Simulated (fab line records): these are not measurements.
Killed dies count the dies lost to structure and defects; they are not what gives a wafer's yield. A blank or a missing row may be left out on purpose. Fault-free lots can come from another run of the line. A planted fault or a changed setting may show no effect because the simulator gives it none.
Matching of chambers / flow n5 finfet / rie diel-03 running N5_HKMG_FIN_DESCUM_17: 4 sister chambers
The step chemistry O2, time 7.9 s. 4 wafers are shown with their chamber, then 7 later ones without.

== WAFERS WITH THEIR CHAMBER ==
wafer=L081.5; chamber=3; showerhead plenum p Torr (Torr)=2.23
wafer=L084.2; chamber=2; showerhead plenum p Torr (Torr)=2.08
wafer=L090.1; chamber=0; showerhead plenum p Torr (Torr)=1.98
wafer=L090.3; chamber=1; showerhead plenum p Torr (Torr)=2.12

== WAFERS WHOSE CHAMBER IS MISSING ==
wafer=L090.6; showerhead plenum p Torr (Torr)=2.07
wafer=L092.2; showerhead plenum p Torr (Torr)=2.22
wafer=L092.4; showerhead plenum p Torr (Torr)=2.07
wafer=L092.6; showerhead plenum p Torr (Torr)=2.07
wafer=L093.2; showerhead plenum p Torr (Torr)=2.07
wafer=L093.3; showerhead plenum p Torr (Torr)=2.12
wafer=L093.6; showerhead plenum p Torr (Torr)=2.12

== WHICH CHAMBER EACH ONE RAN IN ==
wafer=L090.6; from the rows above=2; in truth=2
wafer=L092.2; from the rows above=3; in truth=3
wafer=L092.4; from the rows above=2; in truth=2
wafer=L092.6; from the rows above=2; in truth=2
wafer=L093.2; from the rows above=2; in truth=2
wafer=L093.3; from the rows above=1; in truth=1
wafer=L093.6; from the rows above=1; in truth=1
7 of 7 placed correctly. Number that these rows cannot place: 0. 0 placed wrongly.
How it was worked out, from the rows above alone: a wafer's distance from a chamber is the root of the sum, over the readings, of the square of ((its reading less the chamber's mean) divided by the reading's scatter). If the next closest chamber is less than 2 further off than the closest, the wafer can't be placed; otherwise it belongs to the closest. For every chamber, the mean is computed from those of its wafers that are shown. The scatter (one wafer shown for each chamber): square how far every hidden wafer sits from the nearest shown wafer, average those squares and take the square root.
